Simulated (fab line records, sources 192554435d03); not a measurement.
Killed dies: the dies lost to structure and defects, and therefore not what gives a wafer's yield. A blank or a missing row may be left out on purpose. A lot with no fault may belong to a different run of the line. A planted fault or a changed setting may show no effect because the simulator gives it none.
Which tool is to blame? + flow n5 finfet + 72 wafers sampled from 24 lots at 1 step of a route of 1938

## WHAT EACH GAUGE READ, for each wafer
N5_HKMG_FIN_INSPECT_14: inspects for defects (macro). Usual: 1.9 for raw defect count, sd 1.4.
| lot  | measured     | on                | raw defect count | flag |
|------|--------------|-------------------|------------------|------|
| L076 | day 4 17:35  | defect inspect-02 | 2 1 1            |      |
| L075 | day 4 21:34  | defect inspect-01 | 2 1 0            |      |
| L077 | day 5 04:16  | defect inspect-02 | 3 0 4            |      |
| L078 | day 5 06:59  | defect inspect-02 | 5 1 2            |      |
| L074 | day 5 11:47  | defect inspect-01 | 3 1 4            |      |
| L079 | day 5 12:35  | defect inspect-01 | 1 1 2            |      |
| L080 | day 5 16:40  | defect inspect-01 | 4 4 1            |      |
| L081 | day 5 19:48  | defect inspect-01 | 4 2 0            |      |
| L082 | day 6 04:04  | defect inspect-01 | 4 3 4            |      |
| L083 | day 6 09:50  | defect inspect-02 | 3 0 5            |      |
| L084 | day 6 12:34  | defect inspect-02 | 1 1 1            |      |
| L085 | day 6 23:58  | defect inspect-01 | 0 1 3            |      |
| L086 | day 7 12:34  | defect inspect-01 | 2 1 3            |      |
| L087 | day 7 15:54  | defect inspect-02 | 4 1 1            |      |
| L088 | day 7 17:44  | defect inspect-01 | 4 4 1            |      |
| L090 | day 8 00:32  | defect inspect-01 | 2 3 4            |      |
| L089 | day 8 02:09  | defect inspect-01 | 1 2 0            |      |
| L091 | day 8 11:19  | defect inspect-02 | 1 3 3            |      |
| L092 | day 8 15:40  | defect inspect-02 | 6 1 1            |      |
| L093 | day 8 20:33  | defect inspect-02 | 4 1 3            |      |
| L094 | day 9 04:25  | defect inspect-02 | 3 1 1            |      |
| L095 | day 9 11:26  | defect inspect-02 | 4 2 1            |      |
| L096 | day 9 15:49  | defect inspect-02 | 1 1 2            |      |
| L097 | day 10 00:53 | defect inspect-02 | 1 1 1            |      |

## EACH LOT AND THE TOOL THAT RAN IT (in order: tool; ch and the chambers of the sampled wafers; start)
The record holds no process step before these readings.

## WHAT THE TOOLS THEMSELVES READ (means of the sampled wafers that have a number; where no wafer has one, the mark that the record gives instead)
The record holds no such reading with a usual standard deviation.

## THE ANSWER, worked out from the rows above alone
Rule: take the mean of a lot's wafers that have a number; if it is more than 3 standard deviations from the usual mean, the lot is off. A lot without any number at a reading at which 4 lots or more have one is off too. The other lots that the step has rows for count as sound. Order of review: gauges by route order, followed by the tools' own readings, for which a lot's mean as printed above is used. The first step at which some lot is off is used, and at that step the reading that is off furthest; a lot without a number counts as furthest.
Across all readings shown, no lot is off: no conclusion can be drawn from this.

## WHAT THE SIMULATOR PUT IN
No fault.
